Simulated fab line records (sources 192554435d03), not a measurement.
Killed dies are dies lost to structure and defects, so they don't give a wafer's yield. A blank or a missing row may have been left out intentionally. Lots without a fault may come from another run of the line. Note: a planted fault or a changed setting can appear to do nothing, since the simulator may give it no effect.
Comparing a struck lot with a sound one | flow n5-finfet | 24 out of 1938 route steps
Sound: the wafers L374.1, L374.3, L374.4. Wafers struck: L380.2, L380.4, L380.6. Last of all comes the cause.
For every step that has rows: the tool of each side, followed by ch and its chambers, followed by its first start. Under that, the readings that differ: sound wafers | struck wafers | difference of the means | sigmas: that difference in standard deviations of wafers without a fault.
alike: readings with means less than 2 such deviations apart, plus words and numbers identical on both sides. not compared: withheld readings, readings lacking a value on some wafer, bounds such as >300 that could conceal the same value, and numbers that have no deviation in the record and whose values overlap.
Wherever a step has rows on one side only, a row that says differs or no value, or a row with sigmas, the two part there. Non-overlapping numbers with no deviation appear without sigmas and do not part them. Lack of a reading on every wafer of one side parts them only where that side has two or more wafers.

first, 10 steps without rows for these wafers: N5_BEOL_M10_DESCUM_33 (chemistry O2, time 7.9 s); N5_BEOL_M10_ETCH_65 (etches SiARC in CF4, target depth 39 nm, time 65 s); N5_BEOL_M10_ETCH_66 (etches SOC in N2/H2, target depth 120 nm, overetch 24 nm, time 180 s); N5_BEOL_M10_STRIP_69 (strips in N2/H2); N5_BEOL_M10_VIA_ETCH_34 (etches SiCOH lowk in C4F6/O2, target depth 184.5 nm, time 69.2 s); N5_BEOL_M10_STRIP_73 (strips in C4F6/O2); N5_BEOL_M10_STRIP_36 (strips in N2/H2); N5_BEOL_M10_TRENCH_ETCH_37 (etches SiCOH lowk in C4F6/O2, target depth 148.83 nm, time 48 s); N5_BEOL_M10_ETCH_41 (etches SiCN in CH3F/O2, target depth 42.6 nm, time 86 s); N5_BEOL_M10_STRIP_77 (strips in N2/H2, time 10 s).
N5_BEOL_M10_HM_STRIP_39: strips TiN in peroxide tin strip, target depth 25 nm, time 158 s.
  sound on wet-bench-01 ch 1,6,7, day 10 06:53; struck on wet-bench-01 ch 0,1,4, day 12 00:41
  no value came back on the struck wafers for bath-guard-temp-C (C), bath-heat-duty-pct (%), temp-c (C); on the sound wafers bath-guard-temp-C (C) reads 49.2 50.1 49.4
  reading                                     | sound | struck       | difference | sigmas
  model.TiN_of_BEOL_M10_HM_DEP_02.thk-nm (nm) | 0 0 0 | 16.2 16 16.4 | +16.2      |
then, 1 step without rows for these wafers: N5_BEOL_M10_SRD_40 (time 30 s).
N5_BEOL_M10_PRECLEAN_42: cleans in residue remover, time 60 s.
  sound on wet-bench-01 ch 1,6,7, day 10 06:57; struck on wet-bench-01 ch 0,1,4, day 12 00:45
  reading                                     | sound | struck    | difference | sigmas
  model.TiN_of_BEOL_M10_HM_DEP_02.thk-nm (nm) | 0 0 0 | 5.2 5 5.4 | +5.2       |
  alike: temp-c
then, 10 steps without rows for these wafers: N5_BEOL_M10_SRD_43 (time 30 s); N5_BEOL_M10_CURE_72 (cures SiCOH lowk, time 120 s); N5_BEOL_M10_DEGAS_44 (time 60 s); N5_BEOL_M10_PRE_CLEAN_45 (time 30 s); N5_BEOL_M10_ALD_74 (deposits TaN, target thk 2 nm, pulse time 2 s, purge time 3 s); N5_BEOL_M10_SURFACE_TREAT_76; N5_BEOL_M10_CVD_75 (deposits Co from CCTBA/H2, target thk 2 nm, time 138.9 s); N5_BEOL_M10_SPUTTER_48 (material Cu, target thk 12 nm, time 2 s); N5_BEOL_M10_ECD_50 (material Cu, target thk 318 nm); N5_BEOL_M10_ANNEAL_51 (time 90 s).
N5_BEOL_M10_CMP_52: polishes, stops on SiCOH lowk, t overpolish 7 s, target thk 140 nm.
  sound on cmp-02 ch 0,1,2, day 10 09:43; struck on cmp-02 ch 0,1,2, day 12 02:58
  reading                      | sound          | struck         | difference | sigmas
  barrier-field-endpoint-s (s) | 28.1 27.2 28.0 | 34.8 34.3 36.0 | +7.3       | +11
  alike: motor-current-A

WHERE THEY PART
At N5_BEOL_M10_HM_STRIP_39 first; at N5_BEOL_M10_CMP_52 last (within this record only).

WHY: what the simulator had put in
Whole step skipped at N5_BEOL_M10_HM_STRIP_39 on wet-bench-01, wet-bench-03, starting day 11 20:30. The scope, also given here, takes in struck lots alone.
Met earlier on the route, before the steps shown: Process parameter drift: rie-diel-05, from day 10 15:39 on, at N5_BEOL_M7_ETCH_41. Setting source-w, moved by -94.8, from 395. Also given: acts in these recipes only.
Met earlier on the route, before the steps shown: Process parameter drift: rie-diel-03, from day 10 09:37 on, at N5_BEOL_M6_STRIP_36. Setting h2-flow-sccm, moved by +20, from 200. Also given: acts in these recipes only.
